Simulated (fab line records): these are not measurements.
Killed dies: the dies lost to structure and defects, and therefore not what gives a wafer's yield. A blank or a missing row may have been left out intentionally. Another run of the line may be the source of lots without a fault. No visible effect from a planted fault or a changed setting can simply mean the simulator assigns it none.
The tool behind it: which one? + flow n5-finfet + Sampling: 11 lots, 31 wafers, 5 of 1938 route steps

== WHAT EACH GAUGE READ, for each wafer ==
N5_BEOL_M3_THK_MEAS_01.
| lot  | measured     | on            | M3_ILD_THK (nm) |
|------|--------------|---------------|-----------------|
| L299 | day 7 03:53  | film-metro-02 | 78.6 79.7 80.8  |
| L300 | day 7 04:00  | film-metro-02 | 79.2 77.8 79.3  |
| L301 | day 7 13:45  | film-metro-01 | 78.1 77.5 78.3  |
| L304 | day 8 08:49  | film-metro-02 | 78.2 78.6 78.8  |
| L305 | day 8 18:14  | film-metro-01 | 78.1 78.3 79.9  |
| L311 | day 10 10:50 | film-metro-01 | 77.7 79.3       |
| L313 | day 10 15:49 | film-metro-01 | 78.5 77.5       |
| L315 | day 10 22:57 | film-metro-01 | 79.1 80.4 79.7  |
| L318 | day 12 03:51 | film-metro-01 | 77.5 78.9 79.0  |
| L319 | day 12 06:51 | film-metro-02 | 79.6 81.8 80.7  |
| L321 | day 12 17:51 | film-metro-02 | 78.2 78.8 80.0  |

N5_BEOL_M4_RC_MEAS_101.
| lot  | measured     | on        | DIBL_N (mV/V)  | DIBL_P (mV/V)  | IOFF_N (nA/um) | IOFF_P (nA/um) | ION_N (uA/um) | ION_P (uA/um) | SS_N (mV/dec)  | SS_P (mV/dec)  | VT_N (mV)   | VT_P (mV)      |
|------|--------------|-----------|----------------|----------------|----------------|----------------|---------------|---------------|----------------|----------------|-------------|----------------|
| L299 | day 8 01:22  | prober-02 | 36.7 36.4 33.9 | 37.2 37.7 34.4 | 0.17 0.16 0.13 | 0.23 0.23 0.18 | 665 687 668   | 465 468 465   | 71.8 72.2 71.1 | 73.2 73.8 72.9 | 250 250 252 | -248 -247 -250 |
| L300 | day 8 10:26  | prober-01 | 38.3 40.0 36.8 | 38.3 40.5 37.0 | 0.19 0.24 0.18 | 0.26 0.31 0.24 | 684 685 685   | 460 469 466   | 71.3 72.7 71.6 | 74.0 74.1 73.1 | 246 244 247 | -247 -242 -246 |
| L301 | day 8 15:17  | prober-02 | 38.1 34.9 36.7 | 38.5 35.8 37.3 | 0.19 0.14 0.17 | 0.23 0.19 0.21 | 682 657 676   | 462 450 462   | 72.5 71.9 71.4 | 73.5 72.8 73.5 | 248 253 250 | -250 -253 -253 |
| L304 | day 9 08:15  | prober-02 | 35.1 34.4 36.1 | 35.8 34.5 37.2 | 0.15 0.14 0.18 | 0.20 0.19 0.23 | 688 674 681   | 470 460 468   | 71.5 71.0 71.5 | 73.1 72.3 73.6 | 249 246 246 | -250 -252 -248 |
| L305 | day 9 11:34  | prober-02 | 36.8 35.1 36.4 | 38.0 37.1 37.7 | 0.17 0.14 0.16 | 0.21 0.18 0.20 | 669 669 672   | 454 451 450   | 72.3 71.1 71.1 | 73.7 72.7 73.2 | 248 251 246 | -254 -251 -253 |
| L311 | day 11 05:08 | prober-02 | 36.2 33.7      | 37.0 33.3      | 0.16 0.12      | 0.20 0.15      | 672 665       | 453 450       | 71.1 71.1      | 73.1 72.2      | 247 252     | -253 -254      |
| L313 | day 11 09:05 | prober-01 | 35.3 33.8      | 37.0 34.9      | 0.17 0.14      | 0.18 0.15      | 685 671       | 454 444       | 71.2 71.3      | 73.0 73.1      | 249 250     | -258 -260      |
| L315 | day 12 00:05 | prober-02 | 37.1 35.6 34.8 | 37.9 35.9 34.4 | 0.17 0.15 0.13 | 0.21 0.17 0.16 | 678 657 667   | 463 450 454   | 71.4 71.7 71.3 | 73.3 73.1 72.4 | 248 248 251 | -251 -254 -255 |
| L318 | day 12 22:44 | prober-02 | 36.8 36.7 37.9 | 36.1 35.8 37.3 | 0.13 0.15 0.15 | 0.19 0.18 0.20 | 656 683 671   | 448 457 461   | 71.4 71.7 71.1 | 72.4 72.7 73.7 | 253 252 250 | -255 -256 -252 |
| L319 | day 13 02:18 | prober-02 | 36.0 37.7 37.8 | 35.2 37.2 37.0 | 0.16 0.18 0.19 | 0.22 0.24 0.25 | 677 697 692   | 469 471 472   | 70.8 71.9 71.6 | 73.1 73.8 73.7 | 249 247 248 | -249 -246 -247 |
| L321 | day 13 08:45 | prober-02 | 37.0 35.7 37.2 | 35.9 34.2 37.3 | 0.16 0.13 0.17 | 0.21 0.19 0.23 | 680 666 684   | 465 460 469   | 71.2 69.8 71.0 | 72.9 72.2 73.9 | 249 254 249 | -253 -250 -247 |

== WHAT TOOL EACH LOT RAN ON (gives the tool, then ch and the chambers of the sampled wafers, and finally the start) ==
| lot  | N5_BEOL_M2_SPUTTER_94        | N5_BEOL_M2_CO_CAP_55             | N5_BEOL_M3_PECVD_72             |
|------|------------------------------|----------------------------------|---------------------------------|
| L299 | pvd-sputter-02, day 7 02:29  | cvd-co-01 ch 0,2, day 7 03:34    | pecvd-02 ch 0,1, day 7 03:55    |
| L300 | pvd-sputter-01, day 7 02:36  | cvd-co-02 ch 1,2, day 7 03:41    | pecvd-01 ch 1,2, day 7 04:02    |
| L301 | pvd-sputter-02, day 7 12:19  | cvd-co-02 ch 1,2, day 7 13:25    | pecvd-01 ch 0,1, day 7 13:47    |
| L304 | pvd-sputter-03, day 8 07:25  | cvd-co-01 ch 1,2, day 8 08:30    | pecvd-02 ch 1,2, day 8 08:51    |
| L305 | pvd-sputter-01, day 8 16:47  | cvd-co-01 ch 1,2, day 8 17:55    | pecvd-04 ch 0,2, day 8 18:16    |
| L311 | pvd-sputter-02, day 10 09:25 | cvd-co-02 ch 1,2, day 10 10:31   | pecvd-02 ch 0,1, day 10 10:52   |
| L313 | pvd-sputter-03, day 10 14:24 | cvd-co-02 ch 1,2, day 10 15:29   | pecvd-02 ch 0,2, day 10 15:51   |
| L315 | pvd-sputter-02, day 10 21:23 | cvd-co-01 ch 0,1,2, day 10 22:38 | pecvd-02 ch 0,1,2, day 10 22:59 |
| L318 | pvd-sputter-01, day 12 02:25 | cvd-co-01 ch 0,1,2, day 12 03:32 | pecvd-01 ch 1,2, day 12 03:53   |
| L319 | pvd-sputter-01, day 12 05:26 | cvd-co-01 ch 0,2, day 12 06:32   | pecvd-01 ch 0,1, day 12 06:53   |
| L321 | pvd-sputter-03, day 12 16:25 | cvd-co-01 ch 0,1,2, day 12 17:30 | pecvd-02 ch 0,1, day 12 17:53   |
- N5_BEOL_M2_SPUTTER_94: material Cu, target thk 4.5 nm, time 8.29 s.
- N5_BEOL_M2_CO_CAP_55: material Co, precursor CCTBA/H2, target thk 2 nm, time 102.1 s.
- N5_BEOL_M3_PECVD_72: deposits SiO2 from TEOS/O2, target thk 16 nm, time 18 s.

== AS READ BY THE TOOLS THEMSELVES (means over the sampled wafers that have a number; for cases with no such wafer, the mark the record gives instead) ==
N5_BEOL_M2_SPUTTER_94.
| lot  | tool           | chuck-gas-flow-sccm (sccm) | throttle-valve-pct (%) |
|------|----------------|----------------------------|------------------------|
| L299 | pvd-sputter-02 | 1.25                       | 30.3                   |
| L300 | pvd-sputter-01 | 1.28                       | 29.1                   |
| L301 | pvd-sputter-02 | 1.27                       | 29.4                   |
| L304 | pvd-sputter-03 | 1.25                       | 29.9                   |
| L305 | pvd-sputter-01 | 1.28                       | 29.3                   |
| L311 | pvd-sputter-02 | 1.27                       | 30.7                   |
| L313 | pvd-sputter-03 | 1.25                       | 30.3                   |
| L315 | pvd-sputter-02 | 1.23                       | 30.0                   |
| L318 | pvd-sputter-01 | 1.28                       | 29.5                   |
| L319 | pvd-sputter-01 | 1.29                       | 29.1                   |
| L321 | pvd-sputter-03 | 1.27                       | 28.6                   |

N5_BEOL_M2_CO_CAP_55.
| lot  | tool      | chamber-pressure-Torr (Torr) | heater-power-w (W) | run-length-s (s) |
|------|-----------|------------------------------|--------------------|------------------|
| L299 | cvd-co-01 | 29.96                        | 234                | 124.7            |
| L300 | cvd-co-02 | 30.00                        | 233                | 124.2            |
| L301 | cvd-co-02 | 30.01                        | 228                | 124.6            |
| L304 | cvd-co-01 | 30.01                        | 231                | 124.6            |
| L305 | cvd-co-01 | 29.92                        | 258                | 124.9            |
| L311 | cvd-co-02 | 29.98                        | 228                | 113.9            |
| L313 | cvd-co-02 | 30.04                        | 226                | 103.1            |
| L315 | cvd-co-01 | 30.04                        | 233                | 124.6            |
| L318 | cvd-co-01 | 30.01                        | 232                | 124.8            |
| L319 | cvd-co-01 | 30.02                        | 231                | 124.8            |
| L321 | cvd-co-01 | 29.99                        | 234                | 124.9            |

N5_BEOL_M3_PECVD_72.
| lot  | tool     | chamber-pressure-Torr (Torr) | heater-power-w (W) | showerhead-plenum-p-Torr (Torr) | throttle-valve-pct (%) |
|------|----------|------------------------------|--------------------|---------------------------------|------------------------|
| L299 | pecvd-02 | 5.496                        | 790                | 8.78                            | 21.6                   |
| L300 | pecvd-01 | 5.513                        | 766                | 8.76                            | 22.8                   |
| L301 | pecvd-01 | 5.491                        | 658                | 8.74                            | 22.7                   |
| L304 | pecvd-02 | 5.510                        | 701                | 8.76                            | 22.8                   |
| L305 | pecvd-04 | 5.496                        | 760                | 8.76                            | 21.5                   |
| L311 | pecvd-02 | 5.501                        | 757                | 8.79                            | 21.9                   |
| L313 | pecvd-02 | 5.505                        | 726                | 8.76                            | 21.2                   |
| L315 | pecvd-02 | 5.501                        | 735                | 8.78                            | 21.9                   |
| L318 | pecvd-01 | 5.514                        | 750                | 8.74                            | 22.8                   |
| L319 | pecvd-01 | 5.483                        | 672                | 8.73                            | 22.5                   |
| L321 | pecvd-02 | 5.496                        | 682                | 8.78                            | 22.0                   |

== THE ANSWER, worked out from the rows above alone ==
Rule: usual is defined by the lots themselves. The widest of any qualifying gaps counts: lots, ordered by their means at a reading, are off when they make up no more than a third of the lots, leave a main group of 4 or more, and stand apart from it by 3 or more times the standard deviation of that group's means. The tables above print the reading to a certain number of digits; a main group whose means all agree to those digits is not used. A lot without any number at a reading at which 4 lots or more have one is off too. Any other lot the step has rows for is counted as sound. After the gauges, taken in route order, come the tools' own readings; for these a lot's mean is taken, as printed above. The first step at which some lot is off is used, and at that step the reading that is off furthest; a lot without a number counts as furthest.
Off: L311, L313, at N5_BEOL_M2_CO_CAP_55 (run-length-s). For the main group the mean is 124.7 s and the standard deviation 0.2.
If a tool, at that step or one of the process steps before it, ran each lot that is off and ran no sound lot following the first of them, it fits. One candidate fits, namely cvd-co-02 at N5_BEOL_M2_CO_CAP_55. A fault onset in the window from L301 (day 7 13:25, its last sound lot) to L311 (day 10 10:31, its first lot off) fits.
The tool's own readings at N5_BEOL_M2_CO_CAP_55 bear it out: on the lots that are off they differ by more than 5 times the standard deviation of the sound lots' means. run-length-s reads 108.5 s there against 124.7 s on the sound lots.

== WHAT WAS PUT IN BY THE SIMULATOR ==
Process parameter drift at N5_BEOL_M2_CO_CAP_55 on cvd-co-02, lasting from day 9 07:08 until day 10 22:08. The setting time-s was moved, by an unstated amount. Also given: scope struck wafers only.
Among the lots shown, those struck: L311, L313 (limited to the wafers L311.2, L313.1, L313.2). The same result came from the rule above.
